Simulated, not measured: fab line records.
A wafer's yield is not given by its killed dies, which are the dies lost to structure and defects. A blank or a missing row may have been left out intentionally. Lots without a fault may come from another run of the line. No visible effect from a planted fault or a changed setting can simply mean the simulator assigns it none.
Chamber matching ; flow n5_finfet ; ald_sin-04 running N5_DUMMY_GATE_ALD_02: 4 sister chambers
The step deposits SiO2, target thk 2 nm, pulse time 1 s. 16 wafers are shown with their chamber, then 8 later ones without.

WAFERS, EACH WITH ITS CHAMBER
wafer;chamber;heater_power_outer_w (W);heater_power_w (W);precursor_pulse_height_rel
L075.2;2;258;493;1.018
L075.4;0;280;515;1.006
L075.6;2;252;487;1.006
L080.4;3;260;460;1.024
L080.5;3;264;485;1.007
L080.6;0;287;511;1.019
L083.1;3;263;467;0.986
L083.4;0;280;519;0.999
L083.5;2;252;486;0.999
L087.1;0;276;529;0.992
L087.2;1;269;457;0.985
L087.5;0;281;526;0.964
L088.1;2;255;474;0.998
L088.5;3;263;482;1.009
L088.6;0;278;526;1.015
L090.1;1;267;448;0.979

SIGNATURES (averages over the wafers above)
reading;chamber 0;chamber 1;chamber 2;chamber 3;scatter within a chamber
heater_power_outer_w;280.33;268.00;254.25;262.50;2.96
heater_power_w;521.00;452.50;485.00;473.50;8.72
precursor_pulse_height_rel;0.99917;0.98200;1.00525;1.00650;0.0158
Rule: for each reading, subtract the chamber's mean from the wafer's reading, divide by that reading's scatter and square the result; add these up over the readings and take the root, which gives the wafer's distance from the chamber. The wafer belongs to the nearest chamber; if the next one is less than 2 further off, it can't be placed. The scatter: the root of (the sum of the squares of (reading less its chamber's mean) over the shown wafers, divided by (wafers less chambers)).

WAFERS WHOSE CHAMBER IS MISSING
wafer;heater_power_outer_w (W);heater_power_w (W);precursor_pulse_height_rel
L090.4;283;523;1.015
L090.5;273;453;1.062
L094.2;285;521;1.035
L094.3;270;440;0.973
L094.4;264;469;0.988
L097.2;262;455;1.042
L097.4;248;498;0.996
L097.5;255;478;1.008

THE CHAMBER EACH PASSED THROUGH
wafer;from the rows above;in truth
L090.4;0;0
L090.5;can't be placed: 1 or 3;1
L094.2;0;0
L094.3;1;1
L094.4;can't be placed: 3 or 1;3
L097.2;can't be placed: 3 or 1 or 2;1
L097.4;2;2
L097.5;can't be placed: 2 or 3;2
Correct placement for 4 of the 8. Not placeable from these rows: 4 (in 4, the candidates include the true chamber). Number placed wrongly: 0.
